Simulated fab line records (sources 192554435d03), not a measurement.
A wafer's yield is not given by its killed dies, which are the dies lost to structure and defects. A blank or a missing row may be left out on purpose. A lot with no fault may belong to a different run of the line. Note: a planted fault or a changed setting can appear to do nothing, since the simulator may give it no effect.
Chamber matching -- flow n5_finfet -- rie_diel-02 running N5_FIN_CUT_DESCUM_13: 4 sister chambers
The step chemistry O2, time 7 s. 4 wafers are shown with their chamber, then 7 later ones without.

WAFERS, EACH WITH ITS CHAMBER
wafer,chamber,showerhead_plenum_p_Torr (Torr)
L081.1,3,2.15
L081.3,1,2.08
L082.1,2,2.04
L082.3,0,1.95

WAFERS WITHOUT THEIR CHAMBER
wafer,showerhead_plenum_p_Torr (Torr)
L082.4,2.14
L089.1,2.03
L089.2,2.08
L089.3,1.94
L096.4,2.08
L096.5,1.94
L096.6,2.03

WHICH CHAMBER EACH WENT THROUGH
wafer,from the rows above,in truth
L082.4,3,3
L089.1,2,2
L089.2,1,1
L089.3,0,0
L096.4,1,1
L096.5,0,0
L096.6,2,2
Correct placement for 7 of the 7. Not placeable from these rows: 0. 0 placed wrongly.
How it was worked out, from the rows above alone: a wafer's distance from a chamber is the root of the sum, over the readings, of the square of ((its reading less the chamber's mean) divided by the reading's scatter). The wafer belongs to the nearest chamber; if the next one is less than 2 further off, it can't be placed. For every chamber, the mean is computed from those of its wafers that are shown. The scatter (one wafer shown for each chamber): square how far every hidden wafer sits from the nearest shown wafer, average those squares and take the square root.
